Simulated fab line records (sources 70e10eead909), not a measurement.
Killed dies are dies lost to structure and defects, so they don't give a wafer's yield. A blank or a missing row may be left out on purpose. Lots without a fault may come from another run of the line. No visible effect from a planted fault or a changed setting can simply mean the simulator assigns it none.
fab line records	flow nand_harc
[record] lots = 6	wafers = 18	last_day = 31
route steps=1302 shown A_CONTACT@1000 END@1302
lots untouched by any fault: they come from a run of this same line in which no faults occurred
start_h: hours from the record's first day to the start of the lot's first wafer shown	wait_h: hours elapsed since this lot's preceding step	" unchanged from the row above	L1.1+2: a single row standing in for several wafers	- no value present, or no start provided	* or withheld: withheld	< > ~ a bound
route shown NAME@n: a module of which the file shows steps, and the number in the route of the first	usual: average and standard deviation across the fault-free wafers	same: alike in all rows	chamber/n: place in a boat	sites: per-site readings	_std_site: the standard deviation of these	_edge_site: the outer-site mean with the inner-site mean subtracted	radius_mm: for every site, how far away it sits from the centre of the wafer	mask NAME#n: copy n	behind: the last tool/chamber to shape the wafer	hold: why the lot went on hold/how many hours it stayed there/how the hold came to an end	device: which transistor (n, p or np) failed to switch	end of line: the route-end tests of the same wafers	a step given without rows: its recipe and nothing more	killed: at the first sort, the dies lost to defects and structure; wafer yield is something else	map: a wafer's dies, marking killed ones x, the rest . and places with no die _
set.NAME: the setting that was run; set.NAME@STEP: the one run at that earlier step	model.NAME: the simulator's own value behind a step, which no gauge read
a table for each step, a row for each wafer; lots at some steps of the route
services: a tool's chamber out of use, with start hour (start_h, from the record's first day; less than 0 if before it), hours out, and reason
[[steps]]
[step NHARC_A_CONTACT_DESCUM_47]
[recipe] time_s = 3	o2_flow_sccm = 200	ar_flow_sccm = 0	bias_power_w = 0	chemistry = O2
[step NHARC_A_CONTACT_ETCH_48]
[recipe] target_depth_a = 390	over_etch_frac = 0.3	time_s = 65	ion_energy_ev = 80	cf4_flow_sccm = 150	ar_flow_sccm = 0	rf_w = 300	bias_w = 100	chemistry = CF4
[usual] chamber_pressure_mTorr = 50.00/0.045	drypump_motor_current_A = 5.8/0.3	oes_product_au = 1.002/0.014	rf_vpp_V = 151.5/1.1	showerhead_plenum_p_Torr = 1.79/0.061	throttle_valve_pct = 13.284/0.0084
lot.wafer	tool	chamber	start_h	wait_h	chamber_pressure_mTorr	drypump_motor_current_A	oes_product_au	rf_hours_counter_h	rf_vpp_V	showerhead_plenum_p_Torr	throttle_valve_pct
L975.2	rie_diel-05	0	498.93	0.1	50.03	5.7	0.996	14	151.3	1.78	13.295
L975.1	"	3	"	"	49.93	5.7	1.004	16	152.9	1.84	13.294
L975.6	"	0	"	"	49.96	5.7	1.003	-	152.4	1.78	13.282
L977.3	rie_diel-05	0	513.08	0.1	49.99	5.7	1.004	16	151.8	1.78	13.273
L977.4	"	2	"	"	50.05	6.0	1.009	17	149.9	1.69	13.289
L977.6	"	0	"	"	50.00	5.7	1.009	-	151.3	1.78	13.278
L981.3	rie_diel-01	3	545.96	0.2	50.01	5.6	1.002	59	151.9	1.86	13.297
L981.6	"	1	"	"	49.94	6.1	0.998	-	149.7	1.73	13.284
L981.5	"	2	"	"	49.94	5.8	0.986	-	152.2	1.87	13.287
L982.1	rie_diel-10	3	562.62	0.1	50.00	5.9	1.000	41	151.2	1.81	13.288
L982.4	"	0	"	"	49.91	5.4	1.000	40	152.2	1.88	13.284
L982.5	"	3	"	"	50.06	5.9	1.000	-	151.7	1.81	13.290
L989.4	rie_diel-05	0	627.69	0.1	49.99	5.7	1.004	9	151.1	1.77	13.285
L989.1	"	1	"	"	50.01	6.0	0.973	8	149.7	1.79	13.267
L989.5	"	2	"	"	50.01	6.1	1.013	-	148.8	1.69	13.280
L993.3	rie_diel-05	2	678.91	0.1	50.03	6.1	1.015	16	152.0	1.68	13.284
L993.1	"	3	"	"	50.02	5.7	0.987	16	152.0	1.83	13.292
L993.4	"	1	"	"	50.01	6.0	0.984	19	153.4	1.79	13.287
[step NHARC_A_CONTACT_ETCH_49]
[recipe] target_depth_a = 2600	over_etch_frac = 0.3	time_s = 475.3	ion_energy_ev = 200	n2_flow_sccm = 150	h2_flow_sccm = 150	ar_flow_sccm = 0	rf_w = 400	bias_w = 150	chemistry = N2/H2
[step NHARC_A_CONTACT_ETCH_50]
[recipe] target_depth_a = 1210	time_s = 60.5	cf4_flow_sccm = 100	chf3_flow_sccm = 30	ar_flow_sccm = 0	rf_w = 500	bias_w = 200	chemistry = CF4/CHF3
[step NHARC_A_CONTACT_ETCH_51]
[recipe] target_depth_a = 70000	over_etch_frac = 0.3	time_s = 1820	ion_energy_ev = 150	o2_flow_sccm = 400	cos_flow_sccm = 20	ar_flow_sccm = 0	rf_w = 500	bias_w = 300	chemistry = O2/COS
[usual] chamber_pressure_mTorr = 20.001/0.018	drypump_motor_current_A = 5.80/0.3	oes_product_au = 1.001/0.014	rf_vpp_V = 314.7/1.8	showerhead_plenum_p_Torr = 3.16/0.11	throttle_valve_pct = 28.329/0.0083
lot.wafer	tool	chamber	start_h	wait_h	chamber_pressure_mTorr	drypump_motor_current_A	oes_product_au	rf_hours_counter_h	rf_vpp_V	showerhead_plenum_p_Torr	throttle_valve_pct
L975.1	rie_diel-05	0	-	-	20.039	5.71	1.004	15	314.4	3.14	28.327
L975.2	"	2	"	"	19.984	6.10	1.005	16	313.1	2.98	28.313
L975.6	"	1	"	"	19.993	6.00	0.986	-	315.0	3.17	28.327
L977.4	rie_diel-05	1	-	-	20.018	6.00	0.986	16	315.7	3.17	28.327
L977.3	"	2	"	"	19.991	6.08	1.001	17	312.8	2.98	28.322
L977.6	"	2	"	"	20.008	6.14	1.006	-	311.4	2.98	28.325
L981.3	rie_diel-01	1	-	-	20.026	6.06	0.997	51	312.0	3.05	28.337
L981.6	"	1	"	"	20.018	6.07	1.005	-	313.2	3.05	28.347
L981.5	"	2	"	"	20.007	5.86	0.986	-	316.5	3.31	28.334
L982.1	rie_diel-10	0	-	-	19.988	5.46	1.012	40	317.5	3.32	28.315
L982.4	"	2	"	"	20.014	5.41	1.014	38	316.3	3.35	28.332
L982.5	"	0	"	"	20.033	5.46	1.008	-	316.4	3.32	28.320
L989.1	rie_diel-05	0	-	-	19.994	5.74	0.993	10	313.3	3.13	28.320
L989.4	"	1	"	"	19.995	5.98	0.968	9	314.9	3.16	28.326
L989.5	"	0	"	"	20.013	5.72	0.999	-	314.7	3.13	28.334
L993.3	rie_diel-05	3	-	-	20.033	5.69	0.981	17	315.4	3.23	28.323
L993.4	"	0	"	"	19.992	5.72	0.995	20	314.7	3.13	28.324
L993.1	"	2	"	"	20.019	6.07	1.010	16	311.4	2.97	28.340
[step NHARC_A_CONTACT_ETCH_111]
[recipe] source_w = withheld	pressure_mtorr = 20	bias_v = withheld	time_s = 140	target_depth_a = 7000	ar_flow_sccm = withheld	c4f8_flow_sccm = withheld	o2_flow_sccm = withheld	chemistry = C4F8/O2/Ar
[usual] chamber_pressure_mTorr = 20.000/0.019	oes_air_line_au = 1.002/0.018
lot.wafer	tool	chamber	start_h	wait_h	chamber_pressure_mTorr	oes_air_line_au	rf_hours_counter_h
L975.2	har_cap_etch-03	0	500.66	-	19.976	1.044	40
L975.1	"	1	"	"	20.043	0.983	40
L975.6	"	1	"	"	20.001	1.022	-
L977.4	har_cap_etch-01	1	515.38	-	20.020	0.986	-
L977.3	"	0	"	"	20.011	0.989	-
L977.6	"	1	"	"	20.021	0.989	-
L981.3	har_cap_etch-01	0	548.52	-	20.007	0.964	-
L981.5	"	1	"	"	19.998	0.996	-
L981.6	"	0	"	"	19.962	0.991	-
L982.1	har_cap_etch-01	0	564.35	-	19.988	0.992	10
L982.4	"	1	"	"	20.003	0.986	-
L982.5	"	1	"	"	20.012	0.987	-
L989.1	har_cap_etch-01	0	629.46	-	19.977	0.992	24
L989.4	"	0	"	"	19.993	0.996	-
L989.5	"	1	"	"	20.028	0.994	-
L993.1	har_cap_etch-02	1	680.68	-	20.002	1.003	113
L993.3	"	0	"	"	19.988	1.022	-
L993.4	"	1	"	"	19.993	1.019	-
[step NHARC_A_CONTACT_ETCH_112]
[recipe] source_w = withheld	pressure_mtorr = 20	bias_v = 3000	time_s = 190	target_depth_a = 18500	ar_flow_sccm = withheld	c4f8_flow_sccm = withheld	o2_flow_sccm = withheld	chemistry = C4F8/O2/Ar
[step NHARC_A_CONTACT_ETCH_113]
[recipe] source_w = withheld	pressure_mtorr = 20	bias_v = 3000	time_s = 190	target_depth_a = 18500	ar_flow_sccm = withheld	c4f8_flow_sccm = withheld	o2_flow_sccm = withheld	chemistry = C4F8/O2/Ar
[step NHARC_A_CONTACT_ETCH_114]
[recipe] source_w = withheld	pressure_mtorr = 20	bias_v = 3000	time_s = 190	target_depth_a = 18500	ar_flow_sccm = withheld	c4f8_flow_sccm = withheld	o2_flow_sccm = withheld	chemistry = C4F8/O2/Ar
[usual] chamber_pressure_mTorr = 19.999/0.018	oes_air_line_au = 0.997/0.02
lot.wafer	tool	chamber	start_h	wait_h	chamber_pressure_mTorr	oes_air_line_au	rf_hours_counter_h
L975.2	har_cap_etch-03	0	501.38	0.2	19.996	0.992	41
L975.1	"	1	"	"	19.979	0.973	41
L975.6	"	1	"	"	20.008	0.994	-
L977.4	har_cap_etch-01	1	515.91	0.1	19.993	0.989	-
L977.3	"	0	"	"	20.007	0.961	-
L977.6	"	1	"	"	19.982	1.025	-
L981.3	har_cap_etch-01	0	549.05	0.1	20.015	1.006	-
L981.5	"	1	"	"	19.998	0.995	-
L981.6	"	0	"	"	20.003	1.014	-
L982.1	har_cap_etch-01	0	564.88	0.1	20.013	0.984	11
L982.4	"	1	"	"	19.996	0.998	-
L982.5	"	1	"	"	20.020	1.001	-
L989.1	har_cap_etch-01	0	630.00	0.1	19.985	0.999	24
L989.4	"	0	"	"	19.964	1.006	-
L989.5	"	1	"	"	19.991	1.020	-
L993.1	har_cap_etch-02	1	681.22	0.1	19.979	1.017	114
L993.3	"	0	"	"	20.015	0.971	-
L993.4	"	1	"	"	19.993	1.019	-
[step NHARC_A_CONTACT_ETCH_115]
[recipe] source_w = withheld	pressure_mtorr = 20	bias_v = 3000	time_s = 190	target_depth_a = 18500	ar_flow_sccm = withheld	c4f8_flow_sccm = withheld	o2_flow_sccm = withheld	chemistry = C4F8/O2/Ar
[step NHARC_A_CONTACT_ETCH_116]
[recipe] source_w = withheld	pressure_mtorr = 20	bias_v = 3000	time_s = 190	target_depth_a = 18500	ar_flow_sccm = withheld	c4f8_flow_sccm = withheld	o2_flow_sccm = withheld	chemistry = C4F8/O2/Ar
[usual] chamber_pressure_mTorr = 20.001/0.019	oes_air_line_au = 1.003/0.02
lot.wafer	tool	chamber	start_h	wait_h	chamber_pressure_mTorr	oes_air_line_au	rf_hours_counter_h
L975.2	har_cap_etch-03	0	501.83	0.2	20.012	1.029	41
L975.1	"	1	"	"	20.004	1.013	41
L975.6	"	1	"	"	20.022	0.963	-
L977.4	har_cap_etch-01	1	516.25	0.1	20.011	1.002	-
L977.3	"	0	"	"	19.999	1.010	-
L977.6	"	1	"	"	19.976	1.011	-
L981.3	har_cap_etch-01	0	549.39	0.1	19.982	0.990	-
L981.5	"	1	"	"	19.975	0.986	-
L981.6	"	0	"	"	20.049	0.998	-
L982.1	har_cap_etch-01	0	565.23	0.1	20.028	1.012	11
L982.4	"	1	"	"	20.008	0.989	-
L982.5	"	1	"	"	20.034	0.999	-
L989.1	har_cap_etch-01	0	630.34	0.1	19.976	1.038	24
L989.4	"	0	"	"	20.007	1.029	-
L989.5	"	1	"	"	19.974	1.027	-
L993.1	har_cap_etch-02	1	681.57	0.1	20.002	0.975	114
L993.3	"	0	"	"	19.966	0.975	-
L993.4	"	1	"	"	20.028	0.990	-
[step NHARC_A_CONTACT_ETCH_117]
[recipe] source_w = withheld	pressure_mtorr = 20	bias_v = 3000	time_s = 190	target_depth_a = 18500	ar_flow_sccm = withheld	c4f8_flow_sccm = withheld	o2_flow_sccm = withheld	chemistry = C4F8/O2/Ar
[step NHARC_A_CONTACT_ETCH_118]
[recipe] source_w = withheld	pressure_mtorr = 20	bias_v = 3000	time_s = 190	target_depth_a = 18500	ar_flow_sccm = withheld	c4f8_flow_sccm = withheld	o2_flow_sccm = withheld	chemistry = C4F8/O2/Ar
[usual] chamber_pressure_mTorr = 20.004/0.017	oes_air_line_au = 1.004/0.022
lot.wafer	tool	chamber	start_h	wait_h	chamber_pressure_mTorr	oes_air_line_au	rf_hours_counter_h
L975.2	har_cap_etch-03	0	502.29	0.2	19.997	0.999	41
L975.1	"	1	"	"	19.974	1.002	41
L975.6	"	1	"	"	19.990	0.976	-
L977.4	har_cap_etch-01	1	516.60	0.1	20.034	1.009	-
L977.3	"	0	"	"	19.985	0.982	-
L977.6	"	1	"	"	20.017	1.023	-
L981.3	har_cap_etch-01	0	549.73	0.1	16.014	0.961	-
L981.5	"	1	"	"	16.007	1.020	-
L981.6	"	0	"	"	15.980	1.009	-
L982.1	har_cap_etch-01	0	565.57	0.1	15.972	0.994	11
L982.4	"	1	"	"	16.002	1.019	-
L982.5	"	1	"	"	16.046	0.989	-
L989.1	har_cap_etch-01	0	630.69	0.1	20.012	0.995	25
L989.4	"	0	"	"	19.999	0.977	-
L989.5	"	1	"	"	19.990	0.969	-
L993.1	har_cap_etch-02	1	681.91	0.1	20.011	0.988	114
L993.3	"	0	"	"	20.018	0.996	-
L993.4	"	1	"	"	20.008	1.005	-
[step NHARC_A_CONTACT_ETCH_119]
[recipe] source_w = withheld	pressure_mtorr = 20	bias_v = 3000	time_s = 190	target_depth_a = 18500	ar_flow_sccm = withheld	c4f8_flow_sccm = withheld	o2_flow_sccm = withheld	chemistry = C4F8/O2/Ar
[step NHARC_END_SORT_01]
[recipe] temp_c = 25
[usual] killed_at_array = 58/22	killed_at_other = 1.0/1.3	killed_at_periphery = 5/3.4	killed_dies = 64/22	killed_open = 3.6/1.8	killed_short = 2.4/1.7
[same] gross_dies = 677
lot.wafer	tool	chamber	start_h	wait_h	killed_at_array	killed_at_other	killed_at_periphery	killed_dies	killed_open	killed_short
L982.1	prober-02	0	635.11	2.4	82	1	4	87	6	4
// killed by level:class
L982.1 A_CHANNEL_HOLE_D2:chamber_film_flake=35 A_CHANNEL_HOLE_D1:chamber_film_flake=31 A_CONTACT:chamber_film_flake=4 P_M0:geometric_particle:open=2 A_BLC:geometric_particle:short=2 A_CHANNEL_FILL_D1:chamber_film_flake=2 A_SLIT:chamber_film_flake=2 P_M1:geometric_particle:open=1
[[services]]
tool	chamber	start_h	hours	kind
har_cap_etch-03	-	483.25	0.6	repair
har_cap_etch-03	-	488.67	0.7	repair
rie_diel-05	0	489.60	-	clean
rie_diel-05	1	489.60	-	clean
rie_diel-05	2	489.60	-	clean
rie_diel-05	3	489.60	-	clean
har_cap_etch-01	-	497.00	17.0	pm
har_cap_etch-01	0	497.00	17.0	vent_cycle
har_cap_etch-01	1	497.00	17.0	vent_cycle
rie_diel-10	0	498.78	5.2	repair
rie_diel-05	2	503.05	1.7	repair
har_cap_etch-01	0	514.00	-	clean
har_cap_etch-01	0	514.00	-	consumable_replace:focus_ring
har_cap_etch-01	1	514.00	-	clean
rie_diel-05	0	514.10	-	clean
rie_diel-10	0	539.17	2.1	repair
rie_diel-01	-	557.96	9.0	pm
rie_diel-05	-	584.22	9.0	pm
rie_diel-10	0	593.91	3.1	repair
rie_diel-10	-	599.96	9.0	pm
rie_diel-10	3	622.77	5.5	repair
rie_diel-01	3	636.36	2.6	repair
rie_diel-05	0	641.73	1.7	repair
rie_diel-01	3	676.46	1.4	repair
[[key]]
[first_sign] step = NHARC_A_CONTACT_ETCH_118	reading = chamber_pressure_mTorr	direction = down	sigmas = 99+	usual = 20.004	struck = 16.004
effect none on later readings
met_at NHARC_A_CONTACT_ETCH_118
struck_wafers L981.3,L981.5,L981.6,L982.1,L982.4,L982.5
tester_left_out L981,L982
onset_between 516.60 549.73
[fault] kind = process_parameter_drift	tool = har_cap_etch-01	chamber = -	onset_h = 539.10	steps = NHARC_A_CONTACT_ETCH_118	channel = pressure_mtorr	offset = -4	shape = step	end_h = 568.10	acts_in = these_recipes_only	stated = 20
// tester_left_out: of these lots the tester's yield and bins aren't shown, on N5 and GAA mostly nor the transistor test; their killed dies are dies lost to structure and defects alone, not to doping, threshold or leakage, so they don't give the yield
